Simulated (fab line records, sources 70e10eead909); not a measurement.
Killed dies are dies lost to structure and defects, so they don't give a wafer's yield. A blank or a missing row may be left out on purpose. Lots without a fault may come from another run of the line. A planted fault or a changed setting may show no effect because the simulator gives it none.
One fault seen from 2 desks | flow nand_harc | each desk has only its own numbers; what lay behind them comes last

THE DEFECT DESK
What the inspections along the route counted, lot by lot: means of the sampled wafers that have a number. A lot is out of limits, marked OUT, if its mean lies more than 4 standard deviations from the usual mean; the brackets give that distance.
Columns: A = raw_defect_count at NHARC_A_CHANNEL_FILL_D1_INSPECT_13, usual 355
lot  | first seen here | A
L746 | day 10 20:39    | 258
L747 | day 11 16:20    | 202
L748 | day 11 16:22    | 316
L749 | day 11 16:22    | 407
L750 | day 12 12:35    | 412
L751 | day 12 22:23    | 195
L752 | day 13 08:35    | 466
L753 | day 14 05:42    | 385
L754 | day 14 05:43    | 211
L756 | day 15 03:53    | 366
L758 | day 16 09:25    | 352
L766 | day 19 03:21    | 255
L768 | day 19 20:55    | 371
This desk's finding: nothing out of limits on any of the 13 lots.

THE TOOL OWNER'S DESK: ald_sin_batch-01
The tool's own readings at NHARC_A_CHANNEL_FILL_D1_ALD_15 (deposits SiNx, target thk 2 nm, pulse time 60 s, ald cycles 19): means of the sampled wafers that have a number, for each lot that ran on this tool. A lot is out of limits, marked OUT, if its mean lies more than 4 standard deviations from the usual mean; the brackets give that distance.
Columns: A = precursor_pulse_height_rel at NHARC_A_CHANNEL_FILL_D1_ALD_15, usual 0.998
lot  | first seen here | A
L746 | day 9 04:28     | 1.001
L751 | day 11 07:11    | 1.007
L752 | day 11 18:57    | 0.997
L766 | day 17 11:25    | 0.988
L768 | day 18 07:02    | 0.993
This desk's finding: nothing out of limits on any of the 5 lots.

PUT TOGETHER
The defect desk saw nothing out of limits.
The tool owner's desk saw nothing out of limits.

WHAT THE SIMULATOR HAD PUT IN
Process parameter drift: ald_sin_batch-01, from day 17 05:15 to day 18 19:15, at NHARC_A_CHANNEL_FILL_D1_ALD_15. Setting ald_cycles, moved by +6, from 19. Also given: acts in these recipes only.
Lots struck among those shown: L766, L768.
